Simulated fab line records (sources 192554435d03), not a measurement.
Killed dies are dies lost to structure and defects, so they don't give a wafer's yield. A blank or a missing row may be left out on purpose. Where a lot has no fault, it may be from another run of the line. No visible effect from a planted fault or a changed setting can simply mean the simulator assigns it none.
Matching of chambers / flow n5-finfet / rie-diel-03 running N5_BEOL_M11_ETCH_65: 4 sister chambers
The step etches SiARC in CF4, target depth 39 nm, time 65 s. 16 wafers are shown with their chamber, then 8 later ones without.

## WAFERS WITH THEIR CHAMBER
wafer=L078.1; chamber=0; showerhead-plenum-p-Torr (Torr)=2.12; throttle-valve-pct (%)=15.90; drypump-motor-current-A (A)=6.24
wafer=L078.3; chamber=1; showerhead-plenum-p-Torr (Torr)=2.06; throttle-valve-pct (%)=15.83; drypump-motor-current-A (A)=5.57
wafer=L078.5; chamber=1; showerhead-plenum-p-Torr (Torr)=2.06; throttle-valve-pct (%)=15.82; drypump-motor-current-A (A)=5.58
wafer=L077.2; chamber=0; showerhead-plenum-p-Torr (Torr)=2.12; throttle-valve-pct (%)=15.88; drypump-motor-current-A (A)=6.28
wafer=L077.3; chamber=1; showerhead-plenum-p-Torr (Torr)=2.06; throttle-valve-pct (%)=15.84; drypump-motor-current-A (A)=5.55
wafer=L077.4; chamber=3; showerhead-plenum-p-Torr (Torr)=2.27; throttle-valve-pct (%)=15.27; drypump-motor-current-A (A)=5.81
wafer=L076.1; chamber=3; showerhead-plenum-p-Torr (Torr)=2.27; throttle-valve-pct (%)=15.27; drypump-motor-current-A (A)=5.76
wafer=L076.3; chamber=0; showerhead-plenum-p-Torr (Torr)=2.12; throttle-valve-pct (%)=15.90; drypump-motor-current-A (A)=6.26
wafer=L076.5; chamber=1; showerhead-plenum-p-Torr (Torr)=2.06; throttle-valve-pct (%)=15.83; drypump-motor-current-A (A)=5.56
wafer=L080.2; chamber=1; showerhead-plenum-p-Torr (Torr)=2.06; throttle-valve-pct (%)=15.83; drypump-motor-current-A (A)=5.55
wafer=L080.4; chamber=3; showerhead-plenum-p-Torr (Torr)=2.27; throttle-valve-pct (%)=15.28; drypump-motor-current-A (A)=5.78
wafer=L080.5; chamber=3; showerhead-plenum-p-Torr (Torr)=2.27; throttle-valve-pct (%)=15.27; drypump-motor-current-A (A)=5.81
wafer=L087.1; chamber=0; showerhead-plenum-p-Torr (Torr)=2.11; throttle-valve-pct (%)=15.93; drypump-motor-current-A (A)=6.29
wafer=L087.2; chamber=2; showerhead-plenum-p-Torr (Torr)=2.20; throttle-valve-pct (%)=15.80; drypump-motor-current-A (A)=5.67
wafer=L087.5; chamber=3; showerhead-plenum-p-Torr (Torr)=2.26; throttle-valve-pct (%)=15.32; drypump-motor-current-A (A)=5.75
wafer=L089.1; chamber=2; showerhead-plenum-p-Torr (Torr)=2.20; throttle-valve-pct (%)=15.80; drypump-motor-current-A (A)=5.71

SIGNATURES (means of the wafers above)
reading=showerhead-plenum-p-Torr; chamber 0=2.1175; chamber 1=2.0600; chamber 2=2.2000; chamber 3=2.2680; scatter within a chamber=0.00359
reading=throttle-valve-pct; chamber 0=15.9025; chamber 1=15.8300; chamber 2=15.8000; chamber 3=15.2820; scatter within a chamber=0.0167
reading=drypump-motor-current-A; chamber 0=6.2675; chamber 1=5.5620; chamber 2=5.6900; chamber 3=5.7820; scatter within a chamber=0.0224
Rule: a wafer lies at a distance from a chamber equal to the root of the sum of squares, over the readings, of (its reading less the chamber's mean, divided by the reading's scatter). If the next closest chamber is less than 2 further off than the closest, the wafer can't be placed; otherwise it belongs to the closest. How the scatter is found: for the shown wafers, subtract from each reading the mean of its chamber, square and add these, divide the total by (wafers less chambers), then take the root.

## WAFERS WITHOUT THEIR CHAMBER
wafer=L089.3; showerhead-plenum-p-Torr (Torr)=2.05; throttle-valve-pct (%)=15.87; drypump-motor-current-A (A)=5.53
wafer=L089.4; showerhead-plenum-p-Torr (Torr)=2.11; throttle-valve-pct (%)=15.95; drypump-motor-current-A (A)=6.26
wafer=L093.1; showerhead-plenum-p-Torr (Torr)=2.11; throttle-valve-pct (%)=15.96; drypump-motor-current-A (A)=6.27
wafer=L093.3; showerhead-plenum-p-Torr (Torr)=2.26; throttle-valve-pct (%)=15.33; drypump-motor-current-A (A)=5.81
wafer=L093.4; showerhead-plenum-p-Torr (Torr)=2.20; throttle-valve-pct (%)=15.81; drypump-motor-current-A (A)=5.69
wafer=L096.1; showerhead-plenum-p-Torr (Torr)=2.11; throttle-valve-pct (%)=15.95; drypump-motor-current-A (A)=6.27
wafer=L096.4; showerhead-plenum-p-Torr (Torr)=2.20; throttle-valve-pct (%)=15.84; drypump-motor-current-A (A)=5.72
wafer=L096.5; showerhead-plenum-p-Torr (Torr)=2.20; throttle-valve-pct (%)=15.81; drypump-motor-current-A (A)=5.70

## THE CHAMBER EACH PASSED THROUGH
wafer=L089.3; from the rows above=1; in truth=1
wafer=L089.4; from the rows above=0; in truth=0
wafer=L093.1; from the rows above=0; in truth=0
wafer=L093.3; from the rows above=3; in truth=3
wafer=L093.4; from the rows above=2; in truth=2
wafer=L096.1; from the rows above=0; in truth=0
wafer=L096.4; from the rows above=2; in truth=2
wafer=L096.5; from the rows above=2; in truth=2
8 of 8 placed correctly. Number that these rows cannot place: 0. Number placed wrongly: 0.
